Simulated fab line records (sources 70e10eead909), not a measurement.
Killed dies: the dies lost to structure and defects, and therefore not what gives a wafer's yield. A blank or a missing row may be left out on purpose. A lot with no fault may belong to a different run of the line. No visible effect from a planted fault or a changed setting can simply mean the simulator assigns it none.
Struck lot and sound lot, side by side / flow nand harc / 13 out of 1159 route steps
Sound: wafers L818.2, L818.3, L818.4. Struck: wafer L824.4. (L824.2 of the same lot was not struck and is left out.) The cause comes at the end.
Per side, at each step with rows, come the tool, then ch with its chambers, and then its first start. Under that, the readings that differ: sound wafers / struck wafers / difference of the means / sigmas: that difference in standard deviations of wafers without a fault.
alike: a reading whose means differ by less than 2 such deviations, as well as words and numbers matching on both sides. not compared: withheld readings; readings where some wafer has no value; bounds like >300 that might hide an equal value; numbers whose values overlap and for which the record gives no deviation.
The two part at a step that has a row with sigmas, a row that says differs or no value, or rows on one side only. Numbers that have no deviation but don't overlap get no sigmas and don't part them. Lack of a reading on every wafer of one side parts them only where that side has two or more wafers.

first, 1 step without rows for these wafers: NHARC_A_SLIT_SRD_20.
NHARC_A_SLIT_CD_MEAS_21:
  sound: cd sem-01 at day 17 20:14; struck: cd sem-03 at day 18 11:46
  alike: cd nm
then, 3 steps without rows for these wafers: NHARC_A_SIN_REMOVE_WET_00 (chemistry H3PO4, time 15300 s); NHARC_A_SIN_REMOVE_PRECLEAN_01 (cleans in SC1); NHARC_A_SIN_REMOVE_SRD_02.
NHARC_A_SIN_REMOVE_INSPECT_04:
  sound: defect inspect-02 at day 18 02:16; struck: defect inspect-02 at day 18 19:26
  alike: raw defect count
NHARC_A_WL_FILL_ALD_00: deposits Al2O3, target thk 3 nm, pulse time 3 s, ald cycles 30.
  sound on ald hk-02 ch 0,1,3, day 18 02:28; struck on ald hk-02 ch 3, day 18 19:29
  alike: heater power w, precursor pulse height rel
NHARC_A_WL_FILL_RTA_01: time 5 s.
  sound on rtp anneal-01 ch 0, day 18 02:46; struck on rtp anneal-01 ch 0, day 18 19:47
  alike: lamp power pct, wafer_temp_C_max
NHARC_A_WL_FILL_ALD_02: deposits TiN, target thk 2 nm, pulse time 3 s, ald cycles 100.
  sound on ald metal-01 ch 0,2,3, day 18 02:59; struck on ald metal-03 ch 2, day 18 20:01
reading=heater power w (W); sound=1035 1192 904; struck=1327; difference=+283; sigmas=+2
  alike: precursor pulse height rel
NHARC_A_WL_FILL_CVD_03: deposits W, target thk 40 nm, time 3302 s.
  sound on cvd w-02 ch 0,1, day 18 06:26; struck on cvd w-01 ch 1, day 18 23:53
  alike: heater power w, mfc ar sccm, throttle valve pct
NHARC_A_WL_FILL_ETCHBACK_04: etches the open film in NF3, target depth 60 nm, time 120 s.
  sound on rie metal-01 ch 1, day 18 09:22; struck on rie metal-01 ch 0, day 19 01:46
reading=oes product au (a.u.); sound=1.004 1.001 0.998; struck=0.972; difference=-0.029; sigmas=-4
reading=run length s (s); sound=141.7 141.2 141.4; struck=132.5; difference=-8.9; sigmas=-20
  alike: drypump motor current A
  not compared: rf hours counter h
NHARC_A_WL_FILL_ETCHBACK_05: etches the open film in Cl2/BCl3, target depth 22 nm, time 60 s.
  sound on rie metal-01 ch 0,1, day 18 09:46; struck on rie metal-01 ch 0, day 19 02:01
  alike: drypump motor current A, oes product au, run length s
  not compared: rf hours counter h
-- record jumps: 4 days between struck wafers' starts before vs after; left off in module A_WL_FILL, resumes in module END, first step shown is number 1159 of the route --
NHARC_END_SORT_01:
  sound on prober-02 ch 0, day 22 21:40; struck on prober-01 ch 0, day 23 12:41
  alike: killed at array, killed at other, killed at periphery, killed dies, killed open, killed short

## WHERE THEY PART
At NHARC_A_WL_FILL_ALD_02 first; at NHARC_A_WL_FILL_ETCHBACK_04 last (within this record only). Later steps at which nothing parts them and some readings are alike: NHARC_A_WL_FILL_ETCHBACK_05, NHARC_END_SORT_01.

WHY: what the simulator had put in
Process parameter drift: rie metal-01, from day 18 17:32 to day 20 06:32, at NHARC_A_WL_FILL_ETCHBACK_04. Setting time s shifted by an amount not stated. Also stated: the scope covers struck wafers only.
